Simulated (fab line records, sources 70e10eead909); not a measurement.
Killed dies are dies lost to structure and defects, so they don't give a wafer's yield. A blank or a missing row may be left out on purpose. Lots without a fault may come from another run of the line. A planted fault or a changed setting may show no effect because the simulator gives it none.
Problem report in the 8D (eight disciplines) form, filled by code | flow nand_harc | the parts of the form that need people (team, actions taken, sign-off) are left out

1. THE PROBLEM
run_length_s at NHARC_A_STAIRCASE_TRIM_12 reads a mean of 322.1 s on 1 wafer of 1 lot; wafers without a fault read 232.4 s with a standard deviation of 0.43. That is +99 or more standard deviations from the usual mean.
The step: chemistry O2, time 211.2 s.
First seen on wafer L184.3, day 17 22:34, on rie_diel-04. The record holds 39 wafers of 13 lots with a number at this step. Rule for "out", or "out of limits": more than 4 standard deviations from the usual mean. The other wafers with a number count as sound.

2. WHAT IT IS AND WHAT IT IS NOT
question                    | is                | is not
which readings at this step | run_length_s      | drypump_motor_current_A, oes_product_au, rf_vpp_V, showerhead_plenum_p_Torr, throttle_valve_pct
which lots                  | L184              | L178, L180, L181, L191, L192, L193, L194, L196, L197, L199, L200, L201
which wafers of those lots  | L184.3            | L184.1, L184.6
read on which tools         | rie_diel-04       | rie_diel-01, rie_diel-07
when                        | from day 17 22:34 | up to then (11 sound wafers); but 27 sound wafers of L191, L192, L193, L194, L196, L197, L199, L200, L201 came after

3. SUSPECTS, AND WHAT RULES EACH OUT
Counting: a tool at a process step up to the reading stays a suspect if it ran every lot that is out. Sound lots after the first of them don't rule it out here, since some wafers of a struck lot are sound.
- rie_diel-04 at NHARC_A_STAIRCASE_DESCUM_168 (chemistry O2, time 3 s): kept. It ran the lot that is out, L184 (day 17 19:21); its last sound lot up to then is L178 (day 15 16:03).
- plasma_asher-01 at NHARC_A_STAIRCASE_STRIP_171 (strips in O2): kept. It ran the lot that is out, L184 (day 17 19:43); its last sound lot up to then is L178 (day 15 16:25).
- rie_diel-04 at NHARC_A_STAIRCASE_TRIM_12 (chemistry O2, time 211.2 s): kept. It ran the lot that is out, L184 (day 17 22:34); its last sound lot up to then is L180 (day 16 18:43). Its own readings are out on those wafers: run_length_s.
- Within rie_diel-04 at NHARC_A_STAIRCASE_DESCUM_168: the wafers that are out ran in chamber 3; their sound lot-mates ran in chamber 1.
- Within rie_diel-04 at NHARC_A_STAIRCASE_TRIM_12: the wafers that are out ran in chamber 3; their sound lot-mates ran in chambers 1, 2.
Left after counting: rie_diel-04 at NHARC_A_STAIRCASE_DESCUM_168, plasma_asher-01 at NHARC_A_STAIRCASE_STRIP_171, rie_diel-04 at NHARC_A_STAIRCASE_TRIM_12.

4. THE CAUSE (what the simulator had put in)
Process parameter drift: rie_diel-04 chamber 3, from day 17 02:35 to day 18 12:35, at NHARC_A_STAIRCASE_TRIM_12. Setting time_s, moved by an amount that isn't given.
Counting left 3 suspects, and this tool is among them.

5. THE CHAIN OF EFFECTS, in route order
Each row: a reading whose mean over the struck wafers that have a number lies more than 3 standard deviations from the usual. Only readings for which the record gives a usual standard deviation are gone through. hours: the time from each lot's start at the first step in this table that gives one to its start at this step, as a median over the lots. sigmas: the change in usual standard deviations.
hours | step                      | reading      | usual   | on struck wafers | change | sigmas
0     | NHARC_A_STAIRCASE_TRIM_12 | run_length_s | 232.4 s | 322.1            | +89.7  | +99 or more
The process steps in it:
- NHARC_A_STAIRCASE_TRIM_12: chemistry O2, time 211.2 s.

6. WHAT WOULD HAVE CAUGHT IT SOONER
In this record the first reading out of limits was taken at day 17 22:34, 20 hours after the fault began at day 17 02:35.
